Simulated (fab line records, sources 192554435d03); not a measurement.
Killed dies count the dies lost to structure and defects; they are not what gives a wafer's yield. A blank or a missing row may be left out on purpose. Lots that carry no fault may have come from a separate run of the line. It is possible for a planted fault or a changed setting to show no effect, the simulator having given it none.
fab line records	flow n5_finfet
[record] lots = 7	wafers = 20	last_day = 18
route steps=1938 shown SD_EPI_P@308 PASSIVATION@1936
lots untouched by any fault: they come from a run of this same line in which no faults occurred
start_h: hours from the record's first day to the start of the lot's first wafer shown	wait_h: hours elapsed since this lot's preceding step	" same as the row above	L1.1+2: several wafers, shown together as one row	- value missing, or start not given	* or withheld: withheld	< > ~ a bound
route shown NAME@n: NAME is a module with steps in the file, n the number in the route of the first one	usual: mean/standard deviation taken from wafers without a fault	same: alike in all rows	chamber/n: place in a boat	sites: readings site by site	_std_site: their standard deviation	_edge_site: inner sites' mean taken away from outer sites' mean	radius_mm: how far each site lies from the wafer's centre	mask NAME#n: copy n	behind: the most recent tool/chamber to have shaped the wafer	hold: the reason the lot was held/the length of the hold in hours/how it ended	device: which transistor (n, p or np) failed to switch	end of line: the route-end tests of the same wafers	for a step that has no rows: nothing shown but its recipe	killed: count of dies lost to structure and defects at first sort (not the wafer's yield)	map: per-die view of a wafer (x killed, . not killed, _ where there is no die)
set.NAME: the setting that was run; set.NAME@STEP: the one run at that earlier step	model.NAME: the simulator's own value behind a step, which no gauge read
certain route steps with their lots: each step a table, each wafer a row
services: from which hour (start_h, from the record's first day; less than 0 if before it) a tool's chamber was out of use, for how many hours, and why
[[steps]]
[step N5_SD_EPI_P_ETCH_37]
[recipe] chemistry = N2/H2	target = SOC	overetch_a = 1080	mask_material = SiARC	temp_c = 40	ion_energy_ev = 100	source_w = 3000	bias_w = 133	pressure_mtorr = 20	time_s = 486	n2_flow_sccm = 200	h2_flow_sccm = 200	ends = end_point
[usual] bias_w = 133.0/0.36	chamber_pressure_mTorr = 20.001/0.017	drypump_motor_current_A = 5.6/0.31	oes_product_au = 0.66/0.058	rf_vpp_V = 240.7/1.3	showerhead_plenum_p_Torr = 2.54/0.079	throttle_valve_pct = 23.80/0.27
lot.wafer	tool	chamber	start_h	wait_h	bias_w	chamber_pressure_mTorr	drypump_motor_current_A	oes_product_au	rf_hours_counter_h	rf_vpp_V	showerhead_plenum_p_Torr	throttle_valve_pct
L258.2	rie_diel-04	1	72.98	0.0	133.1	19.975	5.9	0.67	138	242.6	2.67	23.89
L258.4	"	2	"	"	132.9	20.015	5.7	0.63	215	240.5	2.53	23.79
L258.5	"	3	"	"	133.0	19.985	5.5	0.64	-	240.8	2.42	24.00
L263.1	rie_diel-05	0	102.03	0.0	133.3	19.962	5.3	0.67	147	241.1	2.53	23.42
L263.3	"	3	"	"	133.1	20.032	6.3	0.61	237	238.6	2.41	24.36
L263.6	"	1	"	"	133.0	20.033	5.1	0.81	-	242.2	2.59	23.57
L270.2	rie_diel-04	1	149.84	0.0	132.7	20.003	5.9	0.66	160	241.7	2.66	23.91
L270.4	"	2	"	"	132.9	20.008	5.7	0.62	237	240.6	2.52	23.83
L270.6	"	3	"	"	133.5	19.975	5.5	0.63	-	239.3	2.41	24.02
L271.3	rie_diel-05	1	152.13	0.0	133.3	19.985	5.1	0.78	29	241.2	2.59	23.61
L271.4	"	1	"	"	133.5	19.995	5.1	0.79	-	241.0	2.59	23.60
L271.5	"	0	"	"	132.5	19.974	5.3	0.66	-	241.8	2.52	23.45
L272.2	rie_diel-05	1	156.53	0.0	132.5	20.003	5.1	0.78	32	242.0	2.58	23.62
L272.3	"	0	"	"	133.5	19.993	5.3	0.66	165	241.5	2.52	23.45
L272.6	"	0	"	"	133.7	19.991	5.4	0.66	-	240.3	2.52	23.45
L275.3	rie_diel-05	3	177.23	0.0	133.0	19.970	6.3	0.86	4	242.4	2.72	23.98
L275.6	"	0	"	"	132.7	20.025	5.3	0.65	-	240.8	2.51	23.47
L277.2	rie_diel-05	1	188.55	0.0	133.3	20.021	5.1	0.76	44	241.3	2.58	23.64
L277.4	"	0	"	"	132.9	20.004	5.3	0.65	177	239.2	2.51	23.47
L277.6	"	1	"	"	132.8	20.011	5.1	0.76	-	241.9	2.58	23.65
[step N5_SD_EPI_P_STRIP_38]
[recipe] chemistry = N2/H2	temp_c = 40	n2_flow_sccm = 200	h2_flow_sccm = 200	rf_frequency_hz = 6e+07
[step N5_SD_EPI_P_ETCHBACK_46]
[recipe] chemistry = CH3F/O2	mode = anisotropic_etchback	target = SiNx	target_depth_a = 175	stop_on = SiO2	over_etch_frac = 0.3	ion_energy_ev = 120	pressure_mtorr = 30	source_w = 395	bias_w = 73	Ar_flow_sccm = 150	CH3F_flow_sccm = 30	O2_flow_sccm = 20
[usual] drypump_motor_current_A = 5.6/0.31	mfc_ar_sccm = 150.0/0.44	oes_o_777_au = 0.73/0.069	oes_product_au = 0.63/0.055	rf_vpp_V = 299/3.1	showerhead_plenum_p_Torr = 2.00/0.062	throttle_valve_pct = 16.39/0.2
lot.wafer	tool	chamber	start_h	wait_h	drypump_motor_current_A	mfc_ar_sccm	oes_o_777_au	oes_product_au	rf_hours_counter_h	rf_vpp_V	showerhead_plenum_p_Torr	throttle_valve_pct
L258.2	rie_diel-04	1	73.30	0.0	5.9	149.1	0.72	0.64	138	302	2.09	16.24
L258.4	"	2	"	"	5.7	149.6	0.69	0.60	215	296	1.99	16.38
L258.5	"	3	"	"	5.5	149.9	0.72	0.63	-	303	1.90	16.59
L263.1	rie_diel-05	0	102.35	0.0	5.3	150.4	0.73	0.64	148	301	2.00	16.27
L263.3	"	3	"	"	6.3	150.3	0.65	0.58	238	300	1.89	16.75
L263.6	"	1	"	"	5.1	150.2	0.92	0.77	-	296	2.04	16.05
L270.2	rie_diel-04	1	150.16	0.0	5.9	149.5	0.70	0.63	160	299	2.08	16.29
L270.4	"	2	"	"	5.8	150.1	0.68	0.59	237	295	1.98	16.42
L270.6	"	3	"	"	5.5	149.8	0.71	0.61	-	302	1.89	16.63
L271.3	rie_diel-05	1	152.46	0.0	5.1	149.6	0.89	0.75	29	298	2.04	16.08
L271.4	"	1	"	"	5.1	149.8	0.88	0.75	-	298	2.04	16.06
L271.5	"	0	"	"	5.3	150.4	0.71	0.63	-	301	1.99	16.30
L272.2	rie_diel-05	1	156.85	0.0	5.1	149.9	0.87	0.75	33	297	2.04	16.06
L272.3	"	0	"	"	5.3	150.8	0.71	0.63	166	300	1.99	16.31
L272.6	"	0	"	"	5.3	150.1	0.72	0.63	-	301	1.99	16.33
L275.3	rie_diel-05	3	177.56	0.0	6.3	150.6	0.92	0.82	5	306	2.13	16.31
L275.6	"	0	"	"	5.3	149.6	0.71	0.63	-	300	1.99	16.34
L277.2	rie_diel-05	1	188.88	0.0	5.1	149.5	0.85	0.73	45	298	2.03	16.10
L277.4	"	0	"	"	5.3	149.8	0.70	0.62	177	302	1.99	16.33
L277.6	"	1	"	"	5.1	149.3	0.86	0.73	-	298	2.03	16.10
[step N5_SD_EPI_P_ETCH_47]
[recipe] chemistry = CH3F/O2	target = SiOCN	target_depth_a = 250	mask_material = SOC	ion_energy_ev = 60	bias_w = 29	pressure_mtorr = 30	source_w = 410	Ar_flow_sccm = 150	CH3F_flow_sccm = 30	O2_flow_sccm = 20
[step N5_SD_EPI_P_ETCH_16]
[recipe] chemistry = CHF3/O2	target = SiO2	target_depth_a = 50	mask_material = SOC	pressure_mtorr = 30	source_w = 650	bias_w = 170	Ar_flow_sccm = 200	CHF3_flow_sccm = 50	O2_flow_sccm = 5	ion_energy_ev = 200
[usual] CHF3_flow_sccm = 50.01/0.14	O2_flow_sccm = 5.000/0.015	drypump_motor_current_A = 5.6/0.31	mfc_ar_sccm = 200.0/0.56	oes_o_777_au = 0.73/0.067	oes_product_au = 0.74/0.068	rf_vpp_V = 527/5.5	showerhead_plenum_p_Torr = 2.41/0.072	throttle_valve_pct = 18.93/0.2
lot.wafer	tool	chamber	start_h	wait_h	CHF3_flow_sccm	O2_flow_sccm	drypump_motor_current_A	mfc_ar_sccm	oes_o_777_au	oes_product_au	rf_hours_counter_h	rf_vpp_V	showerhead_plenum_p_Torr	throttle_valve_pct
L258.2	rie_diel-04	1	73.50	0.1	50.05	5.014	6.0	200.3	0.72	0.76	138	531	2.51	18.78
L258.4	"	2	"	"	50.11	4.980	5.8	200.0	0.69	0.70	215	522	2.40	18.90
L258.5	"	3	"	"	50.06	4.977	5.5	200.6	0.72	0.74	-	531	2.29	19.14
L263.1	rie_diel-05	0	102.55	0.1	50.01	4.979	5.3	201.1	0.72	0.75	148	532	2.41	18.84
L263.3	"	3	"	"	49.90	5.024	6.3	200.0	0.66	0.67	238	529	2.28	19.31
L263.6	"	1	"	"	50.06	4.992	5.1	199.0	0.92	0.91	-	524	2.46	18.60
L270.2	rie_diel-04	1	150.36	0.1	49.90	5.025	5.9	199.8	0.71	0.73	160	530	2.51	18.84
L270.4	"	2	"	"	49.77	4.999	5.7	200.2	0.67	0.68	237	520	2.39	18.94
L270.6	"	3	"	"	50.08	5.007	5.5	199.9	0.71	0.72	-	532	2.28	19.17
L271.3	rie_diel-05	1	152.66	0.1	50.02	5.007	5.1	200.3	0.88	0.87	30	524	2.45	18.65
L271.4	"	1	"	"	49.87	5.021	5.1	199.9	0.88	0.88	-	523	2.45	18.66
L271.5	"	0	"	"	49.88	5.023	5.3	200.1	0.71	0.74	-	533	2.41	18.84
L272.2	rie_diel-05	1	157.05	0.1	50.06	5.000	5.1	200.4	0.87	0.87	33	524	2.45	18.64
L272.3	"	0	"	"	49.95	4.997	5.3	200.1	0.70	0.74	166	532	2.40	18.87
L272.6	"	0	"	"	49.86	5.012	5.3	200.0	0.71	0.73	-	533	2.40	18.85
L275.3	rie_diel-05	3	177.76	0.1	49.75	5.001	6.3	200.9	0.93	0.96	5	538	2.56	18.92
L275.6	"	0	"	"	50.08	4.979	5.3	199.9	0.69	0.72	-	530	2.40	18.86
L277.2	rie_diel-05	1	189.08	0.1	49.99	5.043	5.1	200.7	0.85	0.86	45	524	2.45	18.69
L277.4	"	0	"	"	50.09	4.980	5.3	199.9	0.69	0.72	177	531	2.40	18.88
L277.6	"	1	"	"	49.85	5.036	5.1	200.8	0.86	0.86	-	525	2.45	18.68
[step N5_SD_EPI_P_STRIP_50]
[recipe] chemistry = CHF3/O2	resist = SiARC	rf_frequency_hz = 6e+07
[step N5_SD_EPI_P_SD_RECESS_17]
[recipe] chemistry = HBr/Cl2/O2	target_depth_a = 391	bt_time_s = 3	pressure_mtorr = 10	icp_w = 800	bias_w = 112	HBr_flow_sccm = 150	Cl2_flow_sccm = 80	O2_flow_sccm = 12
[usual] drypump_motor_current_A = 5.7/0.39	oes_o_777_au = 0.999/0.022	oes_product_au = 0.999/0.018	throttle_valve_pct = 36.98/0.28
lot.wafer	tool	chamber	start_h	wait_h	drypump_motor_current_A	oes_o_777_au	oes_product_au	rf_hours_counter_h	throttle_valve_pct
L258.2	rie_si-01	3	73.57	0.0	5.7	0.985	0.981	140	37.33
L258.4	"	0	"	"	5.8	1.019	1.009	106	36.81
L258.5	"	2	"	"	5.7	0.963	0.977	-	36.96
L263.1	rie_si-01	2	102.62	0.0	5.7	0.963	0.984	172	36.96
L263.3	"	1	"	"	6.1	1.041	1.027	57	36.75
L263.6	"	1	"	"	6.1	1.024	1.032	-	36.73
L270.2	rie_si-06	2	150.44	0.0	5.0	0.986	0.990	116	37.02
L270.4	"	1	"	"	5.7	0.974	0.976	5	37.53
L270.6	"	3	"	"	5.5	0.995	0.983	-	36.98
L271.3	rie_si-06	0	152.73	0.0	5.5	0.998	0.998	52	36.20
L271.4	"	3	"	"	5.4	0.993	0.977	78	36.96
L271.5	"	0	"	"	5.5	1.001	0.994	-	36.22
L272.2	rie_si-06	3	157.12	0.0	5.5	0.997	0.985	78	36.97
L272.3	"	1	"	"	5.8	0.989	0.974	5	37.55
L272.6	"	0	"	"	5.5	1.001	0.999	-	36.20
L275.3	rie_si-02	2	177.83	0.0	6.3	0.990	1.005	12	37.14
L275.6	"	2	"	"	6.4	0.992	0.998	-	37.12
L277.2	rie_si-02	1	189.15	0.0	5.4	1.021	1.014	53	36.88
L277.4	"	2	"	"	6.4	0.996	1.005	13	37.14
L277.6	"	1	"	"	5.3	1.023	1.024	-	36.87
[step N5_SD_EPI_P_WET_ETCH_45]
[recipe] chemistry = dHF	dilution = withheld	time_s = 10.7	target = SiO2	target_depth_a = 20	temp_c = 25	dry = ipa_marangoni	rinse_time_s = 30	rinse_temp_c = 23
[step N5_SD_EPI_P_STRIP_40]
[recipe] chemistry = N2/H2	power_w = 1000	temp_c = 250	h2_frac = 0.65	overash_fraction = 0.3	pressure_mtorr = withheld	n2_flow_sccm = 1750	h2_flow_sccm = 3250
[usual] drypump_motor_current_A = 5.6/0.52	heater_power_w = 338/10	oes_product_au = 0.760/0.011
lot.wafer	tool	chamber	start_h	wait_h	drypump_motor_current_A	heater_power_w	oes_product_au	rf_hours_counter_h
L258.2	plasma_asher-02	1	73.72	0.0	5.8	343	0.761	37
L258.4	"	1	"	"	5.8	343	0.760	-
L258.5	"	1	"	"	5.8	340	0.752	-
L263.1	plasma_asher-02	0	102.77	0.0	6.2	331	0.768	42
L263.3	"	1	"	"	5.8	344	0.780	-
L263.6	"	1	"	"	5.8	341	0.779	-
L270.2	plasma_asher-02	1	150.58	0.0	5.8	352	0.747	52
L270.4	"	0	"	"	6.2	332	0.762	-
L270.6	"	1	"	"	5.8	346	0.755	-
L271.3	plasma_asher-01	0	152.89	0.0	5.7	353	0.759	-
L271.4	"	1	"	"	4.7	326	0.763	-
L271.5	"	0	"	"	5.7	344	0.756	-
L272.2	plasma_asher-01	1	157.27	0.0	4.7	318	0.756	105
L272.3	"	1	"	"	4.8	325	0.757	-
L272.6	"	1	"	"	4.7	329	0.751	-
L275.3	plasma_asher-02	0	177.99	0.0	6.2	336	0.746	-
L275.6	"	1	"	"	5.8	349	0.754	-
L277.2	plasma_asher-02	0	189.29	0.0	6.2	330	0.751	59
L277.4	"	1	"	"	5.8	355	0.779	-
L277.6	"	1	"	"	5.8	351	0.770	-
[step N5_SD_EPI_P_PRECLEAN_52]
[recipe] chemistry = O3/DIW	time_s = 60	temp_c = 22	o3_ppm = 10
[step N5_SD_EPI_P_SRD_20]
[recipe] dry = ipa_marangoni	do_ppb = 5	time_s = 30	temp_c = 23	rinse_liquid = diw
[step N5_SD_EPI_P_PRECLEAN_51]
[recipe] chemistry = NF3:NH3	afs_cycles = 1	temp_c = 30	time_s = 20	sublimation_temp_c = 180	sublimation_time_s = 60	pressure_torr = 3	rf_power_w = 30
[step N5_SD_EPI_P_VAPOR_ETCH_44]
[recipe] chemistry = NF3/Ar	target = SiGe30	temp_c = 25	time_s = 3.3	mode = isotropic
[usual] susceptor_temp_C = 25.00/0.12	time_s = 3.3/0
lot.wafer	tool	chamber	start_h	wait_h	susceptor_temp_C	time_s
L258.2	epi_rpcvd-02	0	74.08	0.1	25.01	3.3
L258.4	"	0	"	"	25.08	3.3
L258.5	"	0	"	"	25.16	3.3
L263.1	epi_rpcvd-04	0	103.11	0.1	24.83	3.3
L263.3	"	0	"	"	24.96	3.3
L263.6	"	0	"	"	24.85	3.3
L270.2	epi_rpcvd-03	-	151.02	0.2	-	-
L270.4	"	-	"	"	-	-
L270.6	"	-	"	"	-	-
L271.3	epi_rpcvd-02	-	153.35	0.2	-	-
L271.4	"	-	"	"	-	-
L271.5	"	-	"	"	-	-
L272.2	epi_rpcvd-03	-	157.80	0.3	-	-
L272.3	"	-	"	"	-	-
L272.6	"	-	"	"	-	-
L275.3	epi_rpcvd-02	0	178.37	0.1	25.02	3.3
L275.6	"	0	"	"	24.91	3.3
L277.2	epi_rpcvd-02	0	189.66	0.1	24.87	3.3
L277.4	"	0	"	"	24.88	3.3
L277.6	"	0	"	"	24.89	3.3
[step N5_SD_EPI_P_EPI_21]
[recipe] material = SiGe:B	dopant = B	temp_c = 550	pressure_torr = 20	ambient = H2	time_s = 355
[step N5_PASSIVATION_PROBE_49]
[usual] killed_at_M0_to_M3 = 35/11	killed_at_M4_up = 14/5.4	killed_at_contacts = 13/6	killed_at_front_end = 38/11	killed_at_other = 3.4/2.6	killed_dies = 104/19	killed_open = 68/13	killed_short = 34/8.5
[same] gross_dies = 1180	killed_at_back_side = 0
lot.wafer	tool	chamber	start_h	wait_h	killed_at_M0_to_M3	killed_at_M4_up	killed_at_contacts	killed_at_front_end	killed_at_other	killed_dies	killed_open	killed_short
L263.1	prober-01	-	331.49	0.0	34	12	18	41	1	106	67	30
L271.3	prober-01	-	396.53	0.1	30	12	12	42	2	98	59	38
L271.4	prober-01	-	396.58	0.2	32	15	16	42	3	108	78	28
L271.5	prober-01	-	396.63	0.2	15	11	14	45	0	85	51	32
// killed by level:class
L263.1 MOL_CONTACT_COAG:geometric_particle:open=15 BEOL_M2:geometric_particle:open=9 FIN_SAQP:geometric_particle:open=7 FIN_SAQP:geometric_particle:short=7 BEOL_M3:geometric_particle:open=7 BEOL_M1:geometric_particle:open=6 STI_FIN_REVEAL:geometric_particle:open=5 HKMG_FIN:area_etch=5
L271.3 FIN_SAQP:geometric_particle:short=11 MOL_CONTACT_COAG:geometric_particle:open=11 STI_FIN_REVEAL:geometric_particle:open=9 BEOL_M0_SAQP:geometric_particle:short=9 FIN_SAQP:geometric_particle:open=8 BEOL_M0_SAQP:geometric_particle:open=8 GATE_CUT:geometric_particle:short=5 BEOL_M4:geometric_particle:open=5
L271.4 FIN_SAQP:geometric_particle:open=13 MOL_CONTACT_COAG:geometric_particle:open=13 BEOL_M0_SAQP:geometric_particle:open=11 STI_FIN_REVEAL:geometric_particle:open=10 BEOL_M0_SAQP:geometric_particle:short=7 FIN_SAQP:geometric_particle:short=6 BEOL_M2:geometric_particle:open=6 BEOL_M4:geometric_particle:open=5
L271.5 STI_FIN_REVEAL:geometric_particle:open=15 MOL_CONTACT_COAG:geometric_particle:open=11 FIN_SAQP:geometric_particle:open=6 FIN_SAQP:geometric_particle:short=6 BEOL_M0_SAQP:geometric_particle:short=5 DUMMY_GATE:geometric_particle:short=4 GATE_CUT:geometric_particle:short=4 BEOL_M0_SAQP:geometric_particle:open=4
[[services]]
tool	chamber	start_h	hours	kind
rie_si-01	2	92.28	4.2	repair
rie_si-01	0	99.71	3.0	repair
rie_diel-05	2	115.35	6.4	repair
rie_si-06	-	116.06	28.1	pm
rie_si-01	1	119.62	22.1	repair
rie_si-01	2	121.47	5.6	repair
rie_diel-04	3	129.24	4.7	repair
rie_diel-05	3	129.79	4.6	repair
rie_diel-05	3	150.30	-	clean
rie_diel-05	3	150.30	-	consumable_replace:focus_ring
rie_diel-05	3	150.30	-	consumable_replace:showerhead
rie_diel-05	3	150.30	14.0	scheduled_down
rie_diel-05	3	150.30	14.0	vent_cycle
plasma_asher-02	-	184.19	3.2	repair
[[key]]
[first_sign] step = N5_SD_EPI_P_VAPOR_ETCH_44	reading = tool_record	direction = missing
effect none on later readings
met_at N5_SD_EPI_P_VAPOR_ETCH_44
struck_wafers L270.2,L270.4,L270.6,L271.3,L271.4,L271.5,L272.2,L272.3,L272.6
tester_left_out L270,L271,L272
onset_between 74.08 151.02
[fault] kind = skipped_step_whole	tool = epi_rpcvd-02,epi_rpcvd-03	chamber = -	onset_h = 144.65	steps = N5_SD_EPI_P_VAPOR_ETCH_44	scope = struck_lots_only
// tester_left_out: of these lots the tester's yield and bins aren't shown, on N5 and GAA mostly nor the transistor test; their killed dies are dies lost to structure and defects alone, not to doping, threshold or leakage, so they don't give the yield
